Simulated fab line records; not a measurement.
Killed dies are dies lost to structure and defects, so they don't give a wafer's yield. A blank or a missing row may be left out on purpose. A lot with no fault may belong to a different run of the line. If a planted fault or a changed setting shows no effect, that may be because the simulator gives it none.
Matching of chambers || flow nand-harc || pecvd-02 running NHARC_P_M2_DEP_33: 3 sister chambers
The step deposits SiCN, target thk 30 nm. 3 wafers are shown with their chamber, then 7 later ones without.

EACH WAFER AND ITS CHAMBER
{"wafer": "L579.2", "chamber": 2, "heater-power-outer-w (W)": 362}
{"wafer": "L593.1", "chamber": 0, "heater-power-outer-w (W)": 322}
{"wafer": "L593.3", "chamber": 1, "heater-power-outer-w (W)": 290}

WAFERS MISSING THEIR CHAMBER
{"wafer": "L593.4", "heater-power-outer-w (W)": 296}
{"wafer": "L594.3", "heater-power-outer-w (W)": 277}
{"wafer": "L594.5", "heater-power-outer-w (W)": 304}
{"wafer": "L594.6", "heater-power-outer-w (W)": 282}
{"wafer": "L595.1", "heater-power-outer-w (W)": 346}
{"wafer": "L595.3", "heater-power-outer-w (W)": 303}
{"wafer": "L595.5", "heater-power-outer-w (W)": 347}

EACH ONE'S CHAMBER
{"wafer": "L593.4", "from the rows above": "can't be placed: 1 or 0", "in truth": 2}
{"wafer": "L594.3", "from the rows above": 1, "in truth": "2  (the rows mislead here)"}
{"wafer": "L594.5", "from the rows above": "can't be placed: 1 or 0", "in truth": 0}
{"wafer": "L594.6", "from the rows above": 1, "in truth": 1}
{"wafer": "L595.1", "from the rows above": "can't be placed: 2 or 0", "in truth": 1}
{"wafer": "L595.3", "from the rows above": "can't be placed: 1 or 0", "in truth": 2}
{"wafer": "L595.5", "from the rows above": "can't be placed: 2 or 0", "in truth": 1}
Correct placement for 1 of the 7. These rows do not allow placing 5 (true chamber among the candidates in 1). 1 placed wrongly.
How it was worked out, from the rows above alone: a wafer's distance from a chamber is the root of the sum, over the readings, of the square of ((its reading less the chamber's mean) divided by the reading's scatter). The wafer belongs to the nearest chamber; if the next one is less than 2 further off, it can't be placed. Each chamber's mean is taken over the wafers shown for it. The scatter: with one shown wafer a chamber, the root of the mean of the squares of how far each hidden wafer lies from its nearest shown one.
